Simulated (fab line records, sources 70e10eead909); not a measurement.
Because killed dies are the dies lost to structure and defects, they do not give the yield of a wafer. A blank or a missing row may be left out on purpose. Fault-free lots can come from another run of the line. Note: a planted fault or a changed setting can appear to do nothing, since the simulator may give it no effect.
The same fault as seen by 3 desks :: flow nand-harc :: what lay behind the numbers comes last; until then each desk has only its own

## FOR THE TOOL OWNER'S DESK: pecvd-onon-02
The tool's own readings at NHARC_A_ONON_D1_DEP_00 (target thk 1000 nm): means of the sampled wafers that have a number, for each lot that ran on this tool. Marked OUT: a lot whose mean sits more than 4 standard deviations from the usual mean, which makes it out of limits; the brackets give that distance.
Columns: A = susceptor-temp-C at NHARC_A_ONON_D1_DEP_00, usual 400.04 C
lot: L134
first seen here: day 7 08:49
A: 400.13

lot: L136
first seen here: day 7 21:01
A: 399.89

lot: L144
first seen here: day 10 02:22
A: 400.27

lot: L145
first seen here: day 11 00:58
A: 400.17
This desk's finding: nothing out of limits on any of the 4 lots.

## THE METROLOGY DESK
What the gauges read for every lot (on any tool): the sampled wafers with a number, averaged. Marked OUT: a lot whose mean sits more than 4 standard deviations from the usual mean, which makes it out of limits; the brackets give that distance.
Columns: A = thk-nm at NHARC_A_ONON_D1_THK_MEAS_02, usual 997 nm
lot: L134
first seen here: day 7 09:20
A: 992

lot: L136
first seen here: day 7 21:28
A: 998

lot: L141
first seen here: day 9 14:12
A: 997

lot: L143
first seen here: day 10 02:49
A: 986

lot: L144
first seen here: day 10 02:49
A: 1417 (+51) OUT

lot: L146
first seen here: day 10 17:43
A: 994

lot: L145
first seen here: day 11 01:22
A: 1423 (+52) OUT

lot: L149
first seen here: day 11 12:13
A: 1007

lot: L150
first seen here: day 11 12:14
A: 990

lot: L151
first seen here: day 11 20:27
A: 1007

lot: L153
first seen here: day 12 02:30
A: 995

lot: L156
first seen here: day 12 19:33
A: 986

lot: L157
first seen here: day 13 11:43
A: 987
This desk finds L144, L145 out of limits, L144 being first, at day 10 02:49 (thk-nm at NHARC_A_ONON_D1_THK_MEAS_02). In limits: L134, L136, L141, L143, L146, L149, L150, L151, L153, L156, L157.

## THE DEFECT DESK
What the inspections along the route counted, lot by lot: means of the sampled wafers that have a number. Marked OUT: a lot whose mean sits more than 4 standard deviations from the usual mean, which makes it out of limits; the brackets give that distance.
Columns: A = raw-defect-count at NHARC_A_START_INSPECT_01, usual 3.6
lot: L134
first seen here: day 6 09:25
A: 3.0

lot: L136
first seen here: day 6 23:41
A: 3.0

lot: L141
first seen here: day 8 13:15
A: 3.3

lot: L143
first seen here: day 9 00:08
A: 3.3

lot: L144
first seen here: day 9 02:45
A: 6.3

lot: L146
first seen here: day 9 15:39
A: 2.0

lot: L145
first seen here: day 10 00:09
A: 3.0

lot: L150
first seen here: day 10 11:20
A: 3.3

lot: L149
first seen here: day 10 12:08
A: 4.3

lot: L151
first seen here: day 10 21:17
A: 3.7

lot: L153
first seen here: day 11 02:53
A: 4.0

lot: L156
first seen here: day 11 18:49
A: 2.0

lot: L157
first seen here: day 12 09:10
A: 3.0
This desk's finding: nothing out of limits on any of the 13 lots.

## BROUGHT TOGETHER
On L144, L145, the metrology desk was in a position to raise an alarm at day 10 02:49.
The tool owner's desk saw nothing out of limits.
The defect desk saw nothing out of limits.
On record at the tool owner's desk: L144, L145, within its limits.
The defect desk has L144, L145 on record, within its limits.
Every lot named ran NHARC_A_ONON_D1_DEP_00 on pecvd-onon-02.

## WHAT WAS PUT IN BY THE SIMULATOR
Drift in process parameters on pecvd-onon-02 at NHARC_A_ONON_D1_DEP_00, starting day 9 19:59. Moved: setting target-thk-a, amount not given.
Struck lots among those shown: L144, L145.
Hours from the fault's start to each desk's first reading out of limits: the metrology desk, 7.
